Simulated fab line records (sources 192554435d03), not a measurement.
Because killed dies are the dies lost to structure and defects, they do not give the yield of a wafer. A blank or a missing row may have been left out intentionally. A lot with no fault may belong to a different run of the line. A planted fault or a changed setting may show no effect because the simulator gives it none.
A struck lot beside a sound one || flow n5 finfet || 14 steps out of a route of 1938
Sound: wafers L891.1, L891.2, L891.4. Struck: wafers L876.1, L876.2, L876.5. The cause is named last.
For every step that has rows: the tool of each side, followed by ch and its chambers, followed by its first start. Under that, the readings that differ: sound wafers || struck wafers || difference of the means || sigmas: that difference in standard deviations of wafers without a fault.
alike: readings with means less than 2 such deviations apart, plus words and numbers identical on both sides. not compared: withheld readings, readings lacking a value on some wafer, bounds such as >300 that could conceal the same value, and numbers that have no deviation in the record and whose values overlap.
The two part at a step that has a row with sigmas, a row that says differs or no value, or rows on one side only. Numbers that have no deviation but don't overlap get no sigmas and don't part them. A reading that every wafer of one side lacks parts them only if that side has two wafers or more.

first, 1 step without rows for these wafers: N5_DUMMY_GATE_SRD_47 (dry time 32 s).
N5_DUMMY_GATE_CMP_04: polishes a-Si.
  sound on cmp-03 ch 0,1,3, day 7 19:16; struck on cmp-03 ch 0,1,2, day 4 01:21
  alike: motor current A, retaining ring pressure frac, time to endpoint s
N5_DUMMY_GATE_THK_MEAS_05:
  sound: film metro-02 at day 7 19:30; struck: film metro-02 at day 4 01:32
  alike: thk nm
then, 9 steps without rows for these wafers: N5_DUMMY_GATE_HM_DEP_06 (deposits SiNx from DCS/NH3, target thk 80 nm, time 5141 s); N5_DUMMY_GATE_PECVD_30 (deposits SiO2 from TEOS/O2, target thk 55 nm, time 10.8 s); N5_DUMMY_GATE_COAT_34 (time 60 s, resist thk 60 nm); N5_DUMMY_GATE_COAT_35 (time 60 s, resist thk 10 nm); N5_DUMMY_GATE_COAT_28 (time 60 s, resist thk 10 nm); N5_DUMMY_GATE_COAT_09 (resist thk 30 nm); N5_DUMMY_GATE_EBR_11; N5_DUMMY_GATE_SOFTBAKE_10 (time 60 s); N5_DUMMY_GATE_EXPOSE_12 (exposes mask GATE, target cd 25 nm).
N5_DUMMY_GATE_PEB_13: peb time 60 s.
  struck on litho track-02, day 4 05:45; sound on litho track-02 ch 0, day 7 23:44
  no value came back on the struck wafers for chill plate temp C (C), exhaust pa (Pa); on the sound wafers chill plate temp C (C) reads 23.01 23.07 23.07
then, 1 step without rows for these wafers: N5_DUMMY_GATE_DEVELOP_14 (develop time 30 s).

WHERE THEY PART
Only at N5_DUMMY_GATE_PEB_13, as far as this record shows.

WHY: what the simulator had put in
Skipped step whole: litho track-02, from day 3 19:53 on, at N5_DUMMY_GATE_PEB_13. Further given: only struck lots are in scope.
